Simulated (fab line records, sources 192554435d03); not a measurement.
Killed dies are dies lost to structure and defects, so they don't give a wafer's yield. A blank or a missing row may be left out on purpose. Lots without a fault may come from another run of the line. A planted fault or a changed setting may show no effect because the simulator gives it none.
fab line records | flow n5_finfet
record lots=12 wafers=36 last_day=18
route steps=1938 shown BEOL_M15@1793
lots that met no fault: from a run of the same line without faults
start_h: hours from the record's first day to the start of the lot's first wafer shown | wait_h: hours since the lot's step before | " the same as in the row above | L1.1+2: a row that stands for several wafers | - no value, or no start given | * or withheld: withheld | < > ~ a bound
route shown NAME@n: a module of which the file shows steps, and the number in the route of the first | usual: mean/standard deviation of fault-free wafers | same: alike in all rows | chamber/n: place in a boat | sites: the reading at each site | _std_site: their standard deviation | _edge_site: outer sites' mean less inner sites' | radius_mm: how far each site lies from the wafer's centre | mask NAME#n: copy n | behind: the tool/chamber that last shaped the wafer | hold: why the lot was held/for how many hours/how that ended | device: the transistor (n, p or np) that didn't switch | end of line: the same wafers' tests at the end of the route | a step without rows: its recipe alone | killed: dies lost to structure and defects at the first sort, not the wafer's yield | map: a wafer's dies, x killed, . not, _ none there
set.NAME: the setting as run; set.NAME@STEP: as run at that earlier step | model.NAME: the simulator's own value behind a step, which no gauge read
steps of the route over a sample of lots; a table a step, a row a wafer
services: from which hour (start_h, from the record's first day; less than 0 if before it) a tool's chamber was out of use, for how many hours, and why
## steps
# step N5_BEOL_M15_CD_MEAS_17
# recipe target_cd_nm=360 polarity=opening
# usual cd_nm=361.6/1.9
# columns lot.wafer tool chamber start_h wait_h cd_nm
L213.2 cd_sem-02 - 248.95 0.0 361.4
L213.3 " - " " 364.1
L213.6 " - " " 361.6
L214.2 cd_sem-01 - 260.98 0.0 362.0
L214.5 " - " " 359.4
L214.6 " - " " 361.4
L218.1 cd_sem-01 - 276.83 0.0 363.7
L218.2 " - " " 363.0
L218.4 " - " " 362.3
L219.1 cd_sem-03 - 283.40 0.0 365.1
L219.3 " - " " 361.9
L219.4 " - " " 363.3
L221.2 cd_sem-03 - 295.26 0.0 359.1
L221.4 " - " " 364.7
L221.6 " - " " 359.6
L223.3 cd_sem-02 - 310.39 0.0 359.8
L223.4 " - " " 360.8
L223.5 " - " " 362.1
L222.1 cd_sem-01 - 311.47 0.0 361.5
L222.5 " - " " 360.5
L222.6 " - " " 361.9
L224.1 cd_sem-01 - 323.41 0.0 363.7
L224.4 " - " " 362.0
L224.5 " - " " 363.8
L227.2 cd_sem-02 - 327.92 0.0 358.9
L227.3 " - " " 361.8
L227.5 " - " " 361.1
L228.1 cd_sem-03 - 343.73 0.0 359.9
L228.2 " - " " 359.8
L228.4 " - " " 360.7
L235.2 cd_sem-02 - 380.84 0.0 360.2
L235.3 " - " " 361.4
L235.4 " - " " 362.8
L236.1 cd_sem-03 - 401.58 0.0 362.0
L236.2 " - " " 359.7
L236.6 " - " " 362.3
# step N5_BEOL_M15_DESCUM_33
# recipe chemistry=O2 time_s=7.9 source_power_w=50 bias_power_w=20 pressure_mtorr=20 rf_frequency_hz=2.712e+07 temp_c=40 o2_flow_sccm=225
# usual drypump_motor_current_A=5.9/0.55 oes_product_au=0.84/0.077 rf_vpp_V=243.3/1.4 showerhead_plenum_p_Torr=2.10/0.072 throttle_valve_pct=20.35/0.23
# columns lot.wafer tool chamber start_h wait_h drypump_motor_current_A oes_product_au rf_hours_counter_h rf_vpp_V showerhead_plenum_p_Torr throttle_valve_pct
L213.2 rie_diel-05 1 249.91 0.0 5.6 0.75 158 242.3 2.01 20.36
L213.3 " 3 " " 6.4 0.77 120 242.6 2.01 20.34
L213.6 " 2 " " 6.5 0.87 - 242.5 2.05 20.46
L214.2 rie_diel-02 2 263.06 0.6 6.7 0.81 99 243.7 2.10 20.70
L214.5 " 3 " " 6.4 0.76 - 242.6 2.07 20.49
L214.6 " 2 " " 6.7 0.80 - 243.8 2.10 20.70
L218.1 rie_diel-04 3 277.80 0.0 5.5 0.87 45 244.0 2.24 20.22
L218.2 " 1 " " 5.3 0.92 9 244.9 2.13 19.94
L218.4 " 1 " " 5.3 0.91 - 242.6 2.13 19.91
L219.1 rie_diel-02 1 284.53 0.2 6.2 0.87 30 242.0 2.04 20.28
L219.3 " 3 " " 6.5 0.74 187 243.8 2.07 20.53
L219.4 " 2 " " 6.7 0.79 106 241.9 2.10 20.71
L221.2 rie_diel-02 1 296.30 0.1 6.2 0.87 32 242.3 2.04 20.28
L221.4 " 0 " " 5.1 0.94 25 245.7 2.21 20.10
L221.6 " 0 " " 5.0 0.96 - 246.0 2.21 20.09
L223.3 rie_diel-04 1 311.47 0.0 5.4 0.90 20 244.0 2.12 19.94
L223.4 " 0 " " 5.4 0.89 30 243.9 2.12 20.58
L223.5 " 2 " " 5.7 0.97 - 243.1 2.15 20.06
L222.1 rie_diel-04 2 312.56 0.0 5.7 0.98 5 242.4 2.15 20.05
L222.5 " 0 " " 5.4 0.89 - 243.9 2.12 20.57
L222.6 " 3 " " 5.5 0.86 - 244.9 2.24 20.23
L224.1 rie_diel-02 3 324.50 0.0 6.5 0.74 198 242.6 2.07 20.53
L224.4 " 2 " " 6.7 0.79 - 243.3 2.09 20.73
L224.5 " 3 " " 6.5 0.74 - 242.4 2.07 20.52
L227.2 rie_diel-02 3 328.91 0.0 6.5 0.73 200 242.7 2.07 20.52
L227.3 " 1 " " 6.2 0.86 43 242.5 2.03 20.31
L227.5 " 1 " " 6.2 0.86 - 242.8 2.03 20.30
L228.1 rie_diel-02 3 344.87 0.1 6.5 0.73 205 240.5 2.07 20.53
L228.2 " 2 " " 6.8 0.78 124 244.4 2.09 20.74
L228.4 " 1 " " 6.1 0.85 48 242.1 2.03 20.30
L235.2 rie_diel-04 2 381.80 0.0 5.7 0.93 24 244.4 2.14 20.07
L235.3 " 1 " " 5.3 0.87 38 243.9 2.12 19.98
L235.4 " 0 " " 5.4 0.87 49 243.9 2.12 20.61
L236.1 rie_diel-05 3 402.80 0.1 6.4 0.75 154 241.4 2.00 20.41
L236.2 " 1 " " 5.6 0.71 209 241.3 2.00 20.42
L236.6 " 2 " " 6.5 0.81 - 242.2 2.04 20.54
# step N5_BEOL_M15_CMP_49
# recipe stop_on=SiO2 t_overpolish_s=4.9 down_force_psi=2 platen_rpm=80 clearing_platen_down_force_psi=2 clearing_platen_rpm=80 post_cmp_clean=cu_alkaline target_thk_nm=850 clearing_platen_pad_velocity_m_s=1.5917 pad_velocity_m_s=1.5917
# usual barrier_field_endpoint_s=11.45/0.23 clearing_platen_down_force_psi=2.000/0.004 motor_current_A=8.0/0.54 overpolish_run_s=4.900/0.0089 platen_rpm=80.00/0.054
# columns lot.wafer tool chamber start_h wait_h barrier_field_endpoint_s clearing_platen_down_force_psi motor_current_A overpolish_run_s platen_rpm
L213.3 cmp-04 0 254.38 0.2 11.22 1.997 8.4 4.910 80.01
L213.2 " 1 " " 11.01 1.996 7.7 4.919 80.06
L213.6 " 1 " " 11.27 1.994 8.1 4.904 80.00
L214.2 cmp-03 2 267.17 0.3 11.73 1.998 8.5 4.903 80.01
L214.5 " 3 " " 11.58 2.002 7.7 4.899 80.00
L214.6 " 0 " " 11.40 1.997 7.6 4.896 79.99
L218.1 cmp-03 2 281.86 0.3 12.01 1.998 8.3 4.914 79.99
L218.2 " 3 " " 11.65 1.995 7.3 4.912 80.06
L218.4 " 0 " " 11.29 2.002 7.5 4.902 80.01
L219.3 cmp-01 3 289.90 0.2 11.41 1.997 8.0 4.894 79.95
L219.1 " 0 " " 11.59 2.004 8.2 4.899 79.99
L219.4 " 1 " " 11.38 2.001 9.5 4.903 80.03
L221.4 cmp-04 1 298.68 0.2 11.35 1.994 7.6 4.895 80.10
L221.2 " 2 " " 11.39 1.996 8.3 4.886 79.91
L221.6 " 0 " " 11.40 2.006 8.1 4.907 79.99
L223.4 cmp-04 2 317.52 0.2 11.36 1.998 7.9 4.892 80.05
L223.3 " 3 " " 11.52 2.003 8.4 4.903 79.99
L223.5 " 0 " " 11.39 1.996 8.4 4.902 80.07
L222.1 cmp-03 1 319.48 0.3 11.72 1.998 8.9 4.885 80.09
L222.6 " 1 " " 11.73 1.997 8.6 4.882 79.99
L222.5 " 2 " " 11.69 2.004 8.7 4.905 80.05
L224.4 cmp-03 3 326.63 0.2 11.16 1.990 7.5 4.889 80.08
L224.1 " 0 " " 11.29 1.999 7.3 4.893 79.97
L224.5 " 2 " " 11.95 2.003 8.8 4.910 80.03
L227.2 cmp-03 0 334.64 0.2 12.19 1.999 7.4 4.896 76.81
L227.3 " 1 " " 11.61 2.001 8.6 4.905 76.80
L227.5 " 0 " " 11.81 2.002 7.4 4.902 76.70
L228.2 cmp-03 2 350.61 0.2 12.06 2.006 8.7 4.900 76.78
L228.4 " 3 " " 11.84 2.001 7.5 4.888 76.78
L228.1 " 1 " " 11.81 2.005 8.2 4.913 76.82
L235.4 cmp-04 0 383.77 0.1 11.08 1.992 8.5 4.895 80.09
L235.3 " 1 " " 11.30 1.994 7.9 4.891 80.08
L235.2 " 3 " " 11.46 2.004 8.2 4.897 79.92
L236.1 cmp-04 3 405.76 0.7 11.20 2.002 8.4 4.890 79.96
L236.2 " 0 " " 11.27 1.999 8.1 4.899 79.88
L236.6 " 1 " " 11.15 1.996 7.5 4.887 79.95
## services
# columns tool chamber start_h hours kind
cmp-04 - 227.57 - consumable_replace:conditioner
cmp-04 - 227.57 - consumable_replace:pad
cmp-04 - 247.54 5.0 repair
rie_diel-04 2 265.06 - clean
rie_diel-04 2 265.06 - consumable_replace:focus_ring
rie_diel-04 2 265.06 27.9 scheduled_down
rie_diel-04 2 265.06 27.9 vent_cycle
cmp-03 - 299.53 7.0 pm
cmp-01 - 303.82 4.0 pm
cmp-01 - 307.82 - consumable_replace:conditioner
cmp-04 - 318.51 3.0 repair
cmp-01 - 320.38 5.9 pm
rie_diel-02 0 324.30 6.3 repair
rie_diel-05 0 324.47 - clean
rie_diel-05 0 324.47 - consumable_replace:focus_ring
rie_diel-05 0 324.47 21.5 scheduled_down
rie_diel-05 0 324.47 21.5 vent_cycle
cmp-03 - 386.10 0.8 repair
cmp-01 - 389.93 16.6 pm
cmp-03 - 391.66 4.0 pm
cmp-03 - 395.66 - consumable_replace:conditioner
cmp-03 - 395.66 - consumable_replace:pad
rie_diel-02 - 401.95 1.9 repair
rie_diel-04 0 403.27 6.2 repair
## key
first_sign step=N5_BEOL_M15_CMP_49 reading=platen_rpm direction=down sigmas=60 usual=80.00 struck=76.78
effect step=N5_BEOL_M15_CMP_49 reading=barrier_field_endpoint_s direction=up sigmas=1.9 usual=11.45 struck=11.88 wafers_moved=5
met_at N5_BEOL_M15_CMP_49
struck_lots L227,L228
not_acting_at N5_BEOL_M15_CD_MEAS_17,N5_BEOL_M15_DESCUM_33
onset_between 326.63 334.64
fault kind=process_parameter_drift tool=cmp-03 chamber=- onset_h=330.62 steps=N5_BEOL_M15_CMP_49 channel=platen_rpm offset=-3.2 shape=step end_h=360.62 acts_in=these_recipes_only stated=80
